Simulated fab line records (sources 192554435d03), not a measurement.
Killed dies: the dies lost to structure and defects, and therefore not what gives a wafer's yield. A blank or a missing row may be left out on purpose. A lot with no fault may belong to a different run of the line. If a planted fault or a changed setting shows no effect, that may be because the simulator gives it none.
Split-lot study + flow n5_finfet + 39 wafers read across 7 lots, on a route 1938 steps long

## SPLIT DETAILS
At N5_WELL_APT_EPI_41 (deposits Si from SiH4/H2, target thk 50 nm, time 297.7 s), the setting target_thk_a was moved away from the recipe's 500 angstrom on 15 of the 39 wafers read, by -5.8% to +7.5%. For the rest of the wafers, this setting stayed at what the recipe calls for.

The reading comes from the split's own step.

## THE READING
Si_of_WELL_APT_EPI_41.thk_nm (the simulator's own value, which no gauge read), in nm, at N5_WELL_APT_EPI_41 (deposits Si from SiH4/H2, target thk 50 nm, time 297.7 s). There is no usual value for it anywhere in the file. The 24 wafers here that ran the recipe average 49.62 nm, standard deviation 0.76 nm.

| wafer  | tool, chamber at the split | target_thk_a as run, angstrom | against the recipe | Si_of_WELL_APT_EPI_41.thk_nm, nm | against lot-mates on the recipe |
|--------|----------------------------|-------------------------------|--------------------|----------------------------------|---------------------------------|
| L075.1 | epi_rpcvd-02, 0            | 500                           | recipe             | 49.61                            | -                               |
| L075.2 | epi_rpcvd-02, 0            | 500                           | recipe             | 49.77                            | -                               |
| L075.3 | epi_rpcvd-02, 0            | 500                           | recipe             | 48.71                            | -                               |
| L075.4 | epi_rpcvd-02, 0            | 500                           | recipe             | 49.4                             | -                               |
| L075.5 | epi_rpcvd-02, 0            | 500                           | recipe             | 48.94                            | -                               |
| L075.6 | epi_rpcvd-02, 0            | 500                           | recipe             | 49.07                            | -                               |
| L079.1 | epi_rpcvd-03, 0            | 500                           | recipe             | 50.48                            | -                               |
| L079.2 | epi_rpcvd-03, 0            | 513.8                         | +2.8%              | 51.99                            | +1.61                           |
| L079.3 | epi_rpcvd-03, 0            | 513.8                         | +2.8%              | 51.71                            | +1.33                           |
| L079.4 | epi_rpcvd-03, 0            | 500                           | recipe             | 50.93                            | -                               |
| L079.5 | epi_rpcvd-03, 0            | 513.8                         | +2.8%              | 52.47                            | +2.09                           |
| L079.6 | epi_rpcvd-03, 0            | 500                           | recipe             | 49.72                            | -                               |
| L084.1 | epi_rpcvd-03, 0            | 500                           | recipe             | 50.14                            | -                               |
| L084.2 | epi_rpcvd-03, 0            | 500                           | recipe             | 49.16                            | -                               |
| L084.3 | epi_rpcvd-03, 0            | 471.2                         | -5.8%              | 46.81                            | -2.83                           |
| L084.4 | epi_rpcvd-03, 0            | 471.2                         | -5.8%              | 46.88                            | -2.76                           |
| L084.5 | epi_rpcvd-03, 0            | 471.2                         | -5.8%              | 46.87                            | -2.77                           |
| L084.6 | epi_rpcvd-03, 0            | 500                           | recipe             | 49.61                            | -                               |
| L087.1 | epi_rpcvd-02, 0            | 525.2                         | +5.0%              | 52.8                             | +2.64                           |
| L087.2 | epi_rpcvd-02, 0            | 525.2                         | +5.0%              | 53.31                            | +3.15                           |
| L087.3 | epi_rpcvd-02, 0            | 500                           | recipe             | 50.1                             | -                               |
| L087.4 | epi_rpcvd-02, 0            | 500                           | recipe             | 50.39                            | -                               |
| L087.5 | epi_rpcvd-02, 0            | 500                           | recipe             | 49.99                            | -                               |
| L087.6 | epi_rpcvd-02, 0            | 525.2                         | +5.0%              | 52.75                            | +2.59                           |
| L092.1 | epi_rpcvd-04, 0            | 500                           | recipe             | 50.88                            | -                               |
| L092.2 | epi_rpcvd-04, 0            | 537.6                         | +7.5%              | 53.83                            | +3.13                           |
| L092.3 | epi_rpcvd-04, 0            | 500                           | recipe             | 50.55                            | -                               |
| L092.4 | epi_rpcvd-04, 0            | 500                           | recipe             | 50.68                            | -                               |
| L092.5 | epi_rpcvd-04, 0            | 537.6                         | +7.5%              | 54.48                            | +3.78                           |
| L092.6 | epi_rpcvd-04, 0            | 537.6                         | +7.5%              | 54.55                            | +3.85                           |
| L093.4 | epi_rpcvd-03, 0            | 500                           | recipe             | 49.03                            | -                               |
| L093.5 | epi_rpcvd-03, 0            | 500                           | recipe             | 48.35                            | -                               |
| L093.6 | epi_rpcvd-03, 0            | 500                           | recipe             | 48.7                             | -                               |
| L095.1 | epi_rpcvd-03, 0            | 500                           | recipe             | 49.2                             | -                               |
| L095.2 | epi_rpcvd-03, 0            | 500                           | recipe             | 49.11                            | -                               |
| L095.3 | epi_rpcvd-03, 0            | 500                           | recipe             | 48.34                            | -                               |
| L095.4 | epi_rpcvd-03, 0            | 534.4                         | +6.9%              | 52.6                             | +3.72                           |
| L095.5 | epi_rpcvd-03, 0            | 534.4                         | +6.9%              | 53.07                            | +4.19                           |
| L095.6 | epi_rpcvd-03, 0            | 534.4                         | +6.9%              | 52.62                            | +3.74                           |

FIT RESULTS
A straight line over all 39 wafers: Si_of_WELL_APT_EPI_41.thk_nm changes by +0.553 nm for each +1% of target_thk_a; r = +0.93; the points scatter about the line by 0.74 nm.
The same after taking each lot's own level away (the mean of its wafers on the recipe; 39 wafers): +0.515 nm for each +1%; r = +0.98; scatter 0.36 nm.
The reading moves by 3.9 nm for the largest change in target_thk_a, on that fit.
The span of the lots' own levels, 48.693 to 50.703 nm, comes to 2.6 times the standard deviation stated above.
Hence the lot-to-lot level has little effect on the slope; both slopes agree.
Check: for one of the wafers moved furthest among these (+7.5%), held out of the fit, the line's prediction against its lot-mates is +4.02 nm. Against them it came out at +3.13 nm.

## THE FILE'S OWN FIT
Si_of_WELL_APT_EPI_41.thk_nm changes by +0.52 nm for each +1% of target_thk_a, r = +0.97.
